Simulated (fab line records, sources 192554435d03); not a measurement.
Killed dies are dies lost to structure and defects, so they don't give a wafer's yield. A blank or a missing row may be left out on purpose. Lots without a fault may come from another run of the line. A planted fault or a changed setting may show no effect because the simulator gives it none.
Which tool did it? | flow n5_finfet | 9 lots, 27 wafers sampled, at 5 steps of a route of 1938

WHAT THE GAUGES READ, wafer by wafer
N5_BEOL_M4_RC_MEAS_101.
lot  | measured     | on        | DIBL_N (mV/V)
L873 | day 8 05:33  | prober-01 | 35.3 37.3 34.9
L877 | day 9 07:38  | prober-02 | 36.7 35.1 35.3
L878 | day 9 09:32  | prober-01 | 37.5 39.5 38.3
L879 | day 9 13:46  | prober-01 | 37.1 36.2 36.3
L884 | day 10 21:08 | prober-02 | 37.0 37.3 37.2
L885 | day 11 07:20 | prober-01 | 35.0 35.3 36.3
L891 | day 12 17:07 | prober-02 | 37.5 35.4 35.9
L893 | day 13 01:10 | prober-01 | 35.8 36.5 35.6
L895 | day 13 18:34 | prober-02 | 36.6 37.6 36.7

WHICH TOOL RAN EACH LOT (tool, then ch and the chambers of the sampled wafers, then the start)
lot  | N5_FIN_SAQP_RECESS_71             | N5_FIN_SAQP_ETCH_34               | N5_FIN_CUT_COAT_18               | N5_FIN_CUT_ETCH_30
L873 | vapor_etch-01 ch 0,1, day 2 07:02 | rie_diel-04 ch 0,1,2, day 2 07:47 | litho_track-03 ch 0, day 2 08:17 | rie_diel-01 ch 0,1,3, day 2 08:50
L877 | vapor_etch-01 ch 0,1, day 3 08:26 | rie_diel-06 ch 0,1, day 3 09:34   | litho_track-03 ch 0, day 3 10:04 | rie_diel-01 ch 0,1, day 3 10:37
L878 | vapor_etch-02 ch 0,1, day 3 12:40 | rie_diel-02 ch 0,3, day 3 13:26   | litho_track-03 ch 0, day 3 13:56 | rie_diel-05 ch 1,2,3, day 3 14:30
L879 | vapor_etch-02 ch 0,1, day 3 18:58 | rie_diel-04 ch 0,1, day 3 19:47   | litho_track-04 ch 0, day 3 20:17 | rie_diel-03 ch 1,2,3, day 3 20:49
L884 | vapor_etch-02 ch 0,1, day 5 03:05 | rie_diel-02 ch 1,2,3, day 5 04:56 | litho_track-03 ch 0, day 5 05:26 | rie_diel-05 ch 0,2,3, day 5 05:59
L885 | vapor_etch-02 ch 0,1, day 5 08:43 | rie_diel-02 ch 1,2, day 5 09:40   | litho_track-03 ch 0, day 5 10:10 | rie_diel-05 ch 1,2, day 5 10:43
L891 | vapor_etch-01 ch 0,1, day 6 19:09 | rie_diel-06 ch 0,1,3, day 6 19:58 | litho_track-04 ch 0, day 6 20:32 | rie_diel-05 ch 1,2,3, day 6 21:25
L893 | vapor_etch-02 ch 0,1, day 7 07:34 | rie_diel-06 ch 0,1,3, day 7 08:22 | litho_track-04 ch 0, day 7 08:52 | rie_diel-03 ch 0,2,3, day 7 09:26
L895 | vapor_etch-01 ch 0,1, day 7 18:54 | rie_diel-02 ch 0,2,3, day 7 19:44 | litho_track-05 ch 0, day 7 20:14 | rie_diel-01 ch 2,3, day 7 20:40
- N5_FIN_SAQP_RECESS_71: chemistry HF/NH3, target SiO2, target depth 3 nm, afs cycles 1, sublimation time 60 s.
- N5_FIN_SAQP_ETCH_34: etches SiO2 in C4F6/O2, target depth 45 nm, time 15 s.
- N5_FIN_CUT_COAT_18: time 60 s, resist thk 230 nm.
- N5_FIN_CUT_ETCH_30: etches underlayer in N2/H2, target depth 13 nm, time 10.4 s.

THE ANSWER, worked out from the rows above alone
Rule: what is usual is taken from the lots themselves. Put in order of their means at a reading, lots are off if they are a third of the lots or fewer, leave a main group of 4 or more, and stand apart from it by a gap of 3 or more times the standard deviation of the main group's means; of several such gaps the widest counts. A main group whose means are all the same, to the digits that the tables above print for the reading, isn't used. A lot without any number at a reading at which 4 lots or more have one is off too. The other lots that the step has rows for count as sound.
No lot is off at any reading shown: from this, nothing can be told.

WHAT THE SIMULATOR HAD PUT IN
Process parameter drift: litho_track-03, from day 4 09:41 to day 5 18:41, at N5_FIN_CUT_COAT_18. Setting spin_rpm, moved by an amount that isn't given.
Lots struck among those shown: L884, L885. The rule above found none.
